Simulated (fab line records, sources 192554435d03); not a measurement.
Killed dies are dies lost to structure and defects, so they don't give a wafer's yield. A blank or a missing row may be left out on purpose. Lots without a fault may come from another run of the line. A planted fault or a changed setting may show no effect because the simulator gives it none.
Which tool did it? | flow n5_finfet | 11 lots, 33 wafers sampled, at 3 steps of a route of 1938

WHAT THE GAUGES READ, wafer by wafer
N5_PASSIVATION_OVL_MEAS_63.
lot  | measured     | on         | PAD_OVL (nm)
L491 | day 12 05:36 | overlay-01 | -2 -2 -2
L493 | day 12 22:09 | overlay-01 | 2 -1 5
L494 | day 13 17:23 | overlay-02 | 3 1 6
L500 | day 14 10:59 | overlay-02 | 9 1 -1
L496 | day 14 23:38 | overlay-02 | 4 4 0
L498 | day 15 04:52 | overlay-02 | -2 0 -3
L497 | day 15 04:10 | overlay-01 | 2 2 7
L501 | day 15 12:49 | overlay-01 | 7 -3 4
L507 | day 16 16:36 | overlay-01 | 0 3 9
L510 | day 17 17:34 | overlay-01 | 6 12 8
L513 | day 17 17:44 | overlay-01 | 6 4 4

WHICH TOOL RAN EACH LOT (tool, then ch and the chambers of the sampled wafers, then the start)
lot  | N5_BEOL_M7_ECD_50              | N5_PASSIVATION_STRIP_14
L491 | ecd_cu-01 ch 0,1, day 9 08:39  | rie_diel-02 ch 0,1, day 12 04:36
L493 | ecd_cu-01 ch 0,1, day 9 22:37  | rie_diel-04 ch 0,1,3, day 12 20:51
L494 | ecd_cu-01 ch 0,1, day 11 04:59 | rie_diel-02 ch 1,3, day 13 16:22
L500 | ecd_cu-01 ch 0,1, day 11 17:43 | rie_diel-05 ch 0,2,3, day 14 09:34
L496 | ecd_cu-02 ch 0,1, day 11 20:41 | rie_diel-04 ch 0,2, day 14 22:16
L498 | ecd_cu-01 ch 0,1, day 12 03:52 | rie_diel-05 ch 1,3, day 15 03:15
L497 | ecd_cu-01 ch 0,1, day 12 07:41 | rie_diel-04 ch 1,3, day 15 02:41
L501 | ecd_cu-01 ch 0,1, day 12 16:44 | rie_diel-05 ch 0,1, day 15 11:38
L507 | ecd_cu-02 ch 0,1, day 13 16:14 | rie_diel-02 ch 0,1,2, day 16 15:17
L510 | ecd_cu-02 ch 0,1, day 14 22:36 | rie_diel-05 ch 0,2, day 17 16:21
L513 | ecd_cu-02 ch 0, day 14 23:38   | rie_diel-04 ch 0,1,3, day 17 16:29
- N5_BEOL_M7_ECD_50: material Cu, target thk 300 nm.
- N5_PASSIVATION_STRIP_14: strips in O2.

WHAT THE TOOLS THEMSELVES READ (means of the sampled wafers that have a number; where no wafer has one, the mark that the record gives instead)
N5_PASSIVATION_STRIP_14.
lot  | tool        | drypump_motor_current_A (A) | oes_product_au (a.u.) | rf_vpp_V (V) | showerhead_plenum_p_Torr (Torr) | throttle_valve_pct (%)
L491 | rie_diel-02 | 5.9                         | 0.84                  | 2.8          | 2.17                            | 16.54
L493 | rie_diel-04 | 6.1                         | 0.79                  | 4.0          | 2.10                            | 16.82
L494 | rie_diel-02 | 5.2                         | 0.77                  | 3.7          | 2.12                            | 16.77
L500 | rie_diel-05 | 5.5                         | 0.75                  | 3.9          | 2.06                            | 16.80
L496 | rie_diel-04 | 5.7                         | 0.71                  | 3.8          | 2.14                            | 16.88
L498 | rie_diel-05 | 6.0                         | 0.68                  | 4.2          | 2.06                            | 17.19
L497 | rie_diel-04 | 5.9                         | 0.85                  | 3.9          | 2.14                            | 16.76
L501 | rie_diel-05 | 5.8                         | 0.87                  | 3.5          | 2.06                            | 16.64
L507 | rie_diel-02 | 5.8                         | 0.82                  | 4.0          | 2.11                            | 16.57
L510 | rie_diel-05 | 5.4                         | 0.89                  | 3.5          | 2.04                            | 16.44
L513 | rie_diel-04 | 6.1                         | 0.75                  | 3.4          | 2.09                            | 16.89

THE ANSWER, worked out from the rows above alone
Rule: what is usual is taken from the lots themselves. Put in order of their means at a reading, lots are off if they are a third of the lots or fewer, leave a main group of 4 or more, and stand apart from it by a gap of 3 or more times the standard deviation of the main group's means; of several such gaps the widest counts. A main group whose means are all the same, to the digits that the tables above print for the reading, isn't used. A lot without any number at a reading at which 4 lots or more have one is off too. The other lots that the step has rows for count as sound. The gauges are gone through in route order, then the tools' own readings, and for those a lot's mean is taken as printed above. The first step at which some lot is off is used, and at that step the reading that is off furthest; a lot without a number counts as furthest.
No lot is off at any reading shown: from this, nothing can be told.

WHAT THE SIMULATOR HAD PUT IN
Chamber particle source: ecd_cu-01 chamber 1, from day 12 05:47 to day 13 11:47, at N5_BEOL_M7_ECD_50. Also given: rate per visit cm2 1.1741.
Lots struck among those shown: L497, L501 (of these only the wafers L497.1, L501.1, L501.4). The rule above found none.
